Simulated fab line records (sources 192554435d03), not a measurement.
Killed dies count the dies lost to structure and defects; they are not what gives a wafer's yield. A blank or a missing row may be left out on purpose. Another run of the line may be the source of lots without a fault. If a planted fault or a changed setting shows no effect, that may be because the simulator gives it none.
Split-lot experiment / flow n5_finfet / route with 1938 steps; 7 lots, 39 wafers read

## THE SPLIT
At N5_DUMMY_GATE_EXPOSE_12 (exposes mask GATE, target cd 25 nm), the setting dose_mj was moved away from the recipe's 34 on 15 of the 39 wafers read, by -6.1% to +6.4%. For the rest of the wafers, this setting stayed at what the recipe calls for.

## FROM THE SPLIT TO THE READING: what the file shows between them, 2 steps
- N5_DUMMY_GATE_PEB_13: peb time 60 s
- N5_DUMMY_GATE_DEVELOP_14: develop time 30 s

## THE READING
Shown in nm: cd_nm at N5_DUMMY_GATE_CD_MEAS_15, with target cd 25.8 nm. A value of 24.99 nm with a standard deviation of 0.27 nm is what fault-free wafers of this fab line usually give.

wafer=L075.1; tool, chamber at the split=euv_scanner-01, 0; dose_mj as run=34; against the recipe=recipe; cd_nm, nm=25.52; against lot-mates on the recipe=-
wafer=L075.2; tool, chamber at the split=euv_scanner-01, 0; dose_mj as run=34; against the recipe=recipe; cd_nm, nm=25.20; against lot-mates on the recipe=-
wafer=L075.3; tool, chamber at the split=euv_scanner-01, 0; dose_mj as run=34; against the recipe=recipe; cd_nm, nm=25.29; against lot-mates on the recipe=-
wafer=L075.4; tool, chamber at the split=euv_scanner-01, 0; dose_mj as run=34; against the recipe=recipe; cd_nm, nm=25.09; against lot-mates on the recipe=-
wafer=L075.5; tool, chamber at the split=euv_scanner-01, 0; dose_mj as run=34; against the recipe=recipe; cd_nm, nm=25.25; against lot-mates on the recipe=-
wafer=L075.6; tool, chamber at the split=euv_scanner-01, 0; dose_mj as run=34; against the recipe=recipe; cd_nm, nm=24.98; against lot-mates on the recipe=-
wafer=L079.1; tool, chamber at the split=euv_scanner-02, 0; dose_mj as run=35.33; against the recipe=+3.9%; cd_nm, nm=24.17; against lot-mates on the recipe=-0.86
wafer=L079.2; tool, chamber at the split=euv_scanner-02, 0; dose_mj as run=35.33; against the recipe=+3.9%; cd_nm, nm=24.31; against lot-mates on the recipe=-0.72
wafer=L079.3; tool, chamber at the split=euv_scanner-02, 0; dose_mj as run=34; against the recipe=recipe; cd_nm, nm=25.09; against lot-mates on the recipe=-
wafer=L079.4; tool, chamber at the split=euv_scanner-02, 0; dose_mj as run=34; against the recipe=recipe; cd_nm, nm=24.93; against lot-mates on the recipe=-
wafer=L079.5; tool, chamber at the split=euv_scanner-02, 0; dose_mj as run=34; against the recipe=recipe; cd_nm, nm=25.06; against lot-mates on the recipe=-
wafer=L079.6; tool, chamber at the split=euv_scanner-02, 0; dose_mj as run=35.33; against the recipe=+3.9%; cd_nm, nm=24.35; against lot-mates on the recipe=-0.68
wafer=L082.1; tool, chamber at the split=euv_scanner-01, 0; dose_mj as run=34; against the recipe=recipe; cd_nm, nm=24.92; against lot-mates on the recipe=-
wafer=L082.2; tool, chamber at the split=euv_scanner-01, 0; dose_mj as run=36.18; against the recipe=+6.4%; cd_nm, nm=23.82; against lot-mates on the recipe=-1.31
wafer=L082.3; tool, chamber at the split=euv_scanner-01, 0; dose_mj as run=36.18; against the recipe=+6.4%; cd_nm, nm=24.02; against lot-mates on the recipe=-1.11
wafer=L082.4; tool, chamber at the split=euv_scanner-01, 0; dose_mj as run=34; against the recipe=recipe; cd_nm, nm=25.15; against lot-mates on the recipe=-
wafer=L082.5; tool, chamber at the split=euv_scanner-01, 0; dose_mj as run=36.18; against the recipe=+6.4%; cd_nm, nm=24.02; against lot-mates on the recipe=-1.11
wafer=L082.6; tool, chamber at the split=euv_scanner-01, 0; dose_mj as run=34; against the recipe=recipe; cd_nm, nm=25.31; against lot-mates on the recipe=-
wafer=L088.1; tool, chamber at the split=euv_scanner-01, 0; dose_mj as run=31.94; against the recipe=-6.1%; cd_nm, nm=26.55; against lot-mates on the recipe=+1.36
wafer=L088.2; tool, chamber at the split=euv_scanner-01, 0; dose_mj as run=31.94; against the recipe=-6.1%; cd_nm, nm=26.36; against lot-mates on the recipe=+1.17
wafer=L088.3; tool, chamber at the split=euv_scanner-01, 0; dose_mj as run=31.94; against the recipe=-6.1%; cd_nm, nm=26.39; against lot-mates on the recipe=+1.20
wafer=L088.4; tool, chamber at the split=euv_scanner-01, 0; dose_mj as run=34; against the recipe=recipe; cd_nm, nm=25.21; against lot-mates on the recipe=-
wafer=L088.5; tool, chamber at the split=euv_scanner-01, 0; dose_mj as run=34; against the recipe=recipe; cd_nm, nm=25.12; against lot-mates on the recipe=-
wafer=L088.6; tool, chamber at the split=euv_scanner-01, 0; dose_mj as run=34; against the recipe=recipe; cd_nm, nm=25.24; against lot-mates on the recipe=-
wafer=L089.1; tool, chamber at the split=euv_scanner-01, 0; dose_mj as run=32.45; against the recipe=-4.6%; cd_nm, nm=25.63; against lot-mates on the recipe=+0.64
wafer=L089.2; tool, chamber at the split=euv_scanner-01, 0; dose_mj as run=34; against the recipe=recipe; cd_nm, nm=25.18; against lot-mates on the recipe=-
wafer=L089.3; tool, chamber at the split=euv_scanner-01, 0; dose_mj as run=34; against the recipe=recipe; cd_nm, nm=24.93; against lot-mates on the recipe=-
wafer=L089.4; tool, chamber at the split=euv_scanner-01, 0; dose_mj as run=32.45; against the recipe=-4.6%; cd_nm, nm=25.56; against lot-mates on the recipe=+0.57
wafer=L089.5; tool, chamber at the split=euv_scanner-01, 0; dose_mj as run=32.45; against the recipe=-4.6%; cd_nm, nm=25.82; against lot-mates on the recipe=+0.83
wafer=L089.6; tool, chamber at the split=euv_scanner-01, 0; dose_mj as run=34; against the recipe=recipe; cd_nm, nm=24.85; against lot-mates on the recipe=-
wafer=L090.3; tool, chamber at the split=euv_scanner-01, 0; dose_mj as run=34; against the recipe=recipe; cd_nm, nm=24.61; against lot-mates on the recipe=-
wafer=L090.4; tool, chamber at the split=euv_scanner-01, 0; dose_mj as run=34; against the recipe=recipe; cd_nm, nm=24.79; against lot-mates on the recipe=-
wafer=L090.6; tool, chamber at the split=euv_scanner-01, 0; dose_mj as run=34; against the recipe=recipe; cd_nm, nm=24.62; against lot-mates on the recipe=-
wafer=L091.1; tool, chamber at the split=euv_scanner-01, 0; dose_mj as run=34; against the recipe=recipe; cd_nm, nm=24.99; against lot-mates on the recipe=-
wafer=L091.2; tool, chamber at the split=euv_scanner-01, 0; dose_mj as run=34; against the recipe=recipe; cd_nm, nm=25.22; against lot-mates on the recipe=-
wafer=L091.3; tool, chamber at the split=euv_scanner-01, 0; dose_mj as run=34; against the recipe=recipe; cd_nm, nm=25.10; against lot-mates on the recipe=-
wafer=L091.4; tool, chamber at the split=euv_scanner-01, 0; dose_mj as run=35.84; against the recipe=+5.4%; cd_nm, nm=23.98; against lot-mates on the recipe=-1.12
wafer=L091.5; tool, chamber at the split=euv_scanner-01, 0; dose_mj as run=35.84; against the recipe=+5.4%; cd_nm, nm=24.27; against lot-mates on the recipe=-0.83
wafer=L091.6; tool, chamber at the split=euv_scanner-01, 0; dose_mj as run=35.84; against the recipe=+5.4%; cd_nm, nm=23.75; against lot-mates on the recipe=-1.35

FIT RESULTS
A straight line over all 39 wafers: cd_nm changes by -0.189 nm for each +1% of dose_mj; r = -0.95; the points scatter about the line by 0.21 nm.
The same after taking each lot's own level away (the mean of its wafers on the recipe; 39 wafers): -0.189 nm for each +1%; r = -0.98; scatter 0.14 nm.
The reading moves by 1.2 nm for the largest change in dose_mj, on that fit.
The span of the lots' own levels, 24.673 to 25.222 nm, comes to 2.0 times the standard deviation stated above.
The two slopes are in agreement: the lot-to-lot level therefore moves the slope only a little.
Check: for one of the wafers moved furthest among these (+6.4%), held out of the fit, the line's prediction against its lot-mates is -1.21 nm. It came out at -1.31 nm against them.

## THESE WAFERS: OTHER SPLITS
Before the reading, these wafers also passed through other splits. Each is held against what the fit with the lots' levels taken away leaves over:
other split on the same wafers=N5_WELL_APT_EPI_41 target_thk_a; wafers away from the commonest value=15; r with cd_nm (lot level and that fit taken away)=-0.01

## THE FILE'S OWN FIT
cd_nm changes by -0.189 nm for each +1% of dose_mj, r = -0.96.
